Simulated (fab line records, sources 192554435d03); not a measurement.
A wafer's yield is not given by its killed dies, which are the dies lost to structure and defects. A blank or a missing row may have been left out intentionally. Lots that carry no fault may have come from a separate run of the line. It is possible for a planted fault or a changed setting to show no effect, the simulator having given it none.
Problem report in the 8D (eight disciplines) form, filled by code ; flow n5_finfet ; the parts of the form that need people (team, actions taken, sign-off) are left out

1. THE PROBLEM
N5_BEOL_M10_OCD_MEAS_38, trench_depth_nm: mean 177.7 nm on 2 wafers (1 lot); fault-free wafers 148.8 nm, standard deviation 2.2. That is +13 standard deviations from the usual mean.
Seen first at day 15 17:57 on ocd-02, wafer L534.3. The record has a number at this step for 26 wafers belonging to 9 lots. Rule for "out", or "out of limits": more than 4 standard deviations from the usual mean. All remaining wafers that have a number are taken as sound.

2. WHAT IT IS, AND WHAT IT ISN'T
question;is;is not
which readings at this step;trench_depth_nm;-
which lots;L534;L515, L516, L517, L518, L521, L526, L528, L532
which wafers of those lots;L534.3, L534.4;L534.2
read on which gauges;ocd-02;ocd-01
when;from day 15 17:57;up to then (24 sound wafers)

3. THE SUSPECTS, EACH WITH WHAT RULES IT OUT
Counting: if a tool at a process step up to the reading ran every lot that is out, it stays a suspect. Sound lots after the first of them don't rule it out here, since some wafers of a struck lot are sound.
- ruled out: the gauge at N5_BEOL_M10_OCD_MEAS_38. All the wafers that are out were read on ocd-02, but those of them that N5_BEOL_M10_TRENCH_ETCH_37 has rows for are out there too, on other tools.
- rie_metal-01 at N5_BEOL_M10_HM_OPEN_17 (chemistry Cl2/BCl3, target TiN, target depth 20 nm, overetch 6 nm): kept. L534, the lot that is out, went through it at day 15 16:34; up to then, the latest sound lot through it was L532 at day 14 08:14.
- rie_diel-02 at N5_BEOL_M10_TRENCH_ETCH_37 (etches SiCOH lowk in C4F6/O2, target depth 148.83 nm, time 48 s): kept. L534, the lot that is out, went through it at day 15 17:46; up to then, the latest sound lot through it was L532 at day 14 09:25. Its own oes_f_703_au, oes_o_777_au, rf_fwd_power_W, rf_vpp_V readings are out on those wafers.
- Within rie_diel-02 at N5_BEOL_M10_TRENCH_ETCH_37, the wafers that are out were processed in chamber 0 and their sound lot-mates in chamber 2.
After counting, rie_metal-01 at N5_BEOL_M10_HM_OPEN_17 and rie_diel-02 at N5_BEOL_M10_TRENCH_ETCH_37 remain.

4. THE CAUSE (what the simulator had put in)
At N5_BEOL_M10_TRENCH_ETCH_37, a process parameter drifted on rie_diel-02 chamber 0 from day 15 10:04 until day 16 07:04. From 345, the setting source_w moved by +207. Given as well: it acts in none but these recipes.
Of the 2 suspects that counting leaves, this tool is one.

5. THE EFFECT CHAIN, in route order
Rows list readings where the struck wafers' mean (over those with a number) sits beyond 3 standard deviations from the usual. Readings are gone through only where the record gives a usual standard deviation; hours: the median, over the lots, of the time from a lot's start at the first step in this table giving one to that lot's start at this step; sigmas: the change measured in usual standard deviations.
hours;step;reading;usual;on struck wafers;change;sigmas
0;N5_BEOL_M10_TRENCH_ETCH_37;oes_ar_750_au;0.82 a.u.;1.02;+0.20;+3.4
0;N5_BEOL_M10_TRENCH_ETCH_37;oes_f_703_au;0.82 a.u.;1.37;+0.55;+8.9
0;N5_BEOL_M10_TRENCH_ETCH_37;oes_o_777_au;0.83 a.u.;1.28;+0.45;+7.0
0;N5_BEOL_M10_TRENCH_ETCH_37;rf_fwd_power_W;341.2 W;547.0;+205.8;+99 or more
0;N5_BEOL_M10_TRENCH_ETCH_37;rf_vpp_V;673 V;530;-143;-12
0;N5_BEOL_M10_OCD_MEAS_38;trench_depth_nm;148.8 nm;177.7;+28.8;+13
4;N5_BEOL_M10_THK_MEAS_53;M10_THK;139.9 nm;169.2;+29.3;+11
4;N5_BEOL_M10_RS_MEAS_57;M10_RS;0.1511 ohm/sq;0.1229;-0.0283;-10
Here are the process steps it includes:
- N5_BEOL_M10_TRENCH_ETCH_37: etches SiCOH lowk in C4F6/O2, target depth 148.83 nm, time 48 s.
At these later measuring or inspecting steps, every struck wafer for which the step has a row has a number for every such reading, and none has moved that far: N5_BEOL_M10_CD_MEAS_35.

6. WHAT WOULD HAVE CAUGHT IT SOONER
Counted from the fault's start at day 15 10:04, it took 8 hours until the first out-of-limits reading at a measuring or inspecting step in this record, taken at day 15 17:57.
Tool's own readings at N5_BEOL_M10_TRENCH_ETCH_37, oes_f_703_au, oes_o_777_au, rf_fwd_power_W, rf_vpp_V: out on all struck wafers the step has rows for; an alarm limit on them would have tripped on the first.
Each of the lots that are out, 1 in all, had begun N5_BEOL_M10_TRENCH_ETCH_37 on rie_diel-02 no later than day 15 17:57. Holding the tool at that point would not have protected any of them.
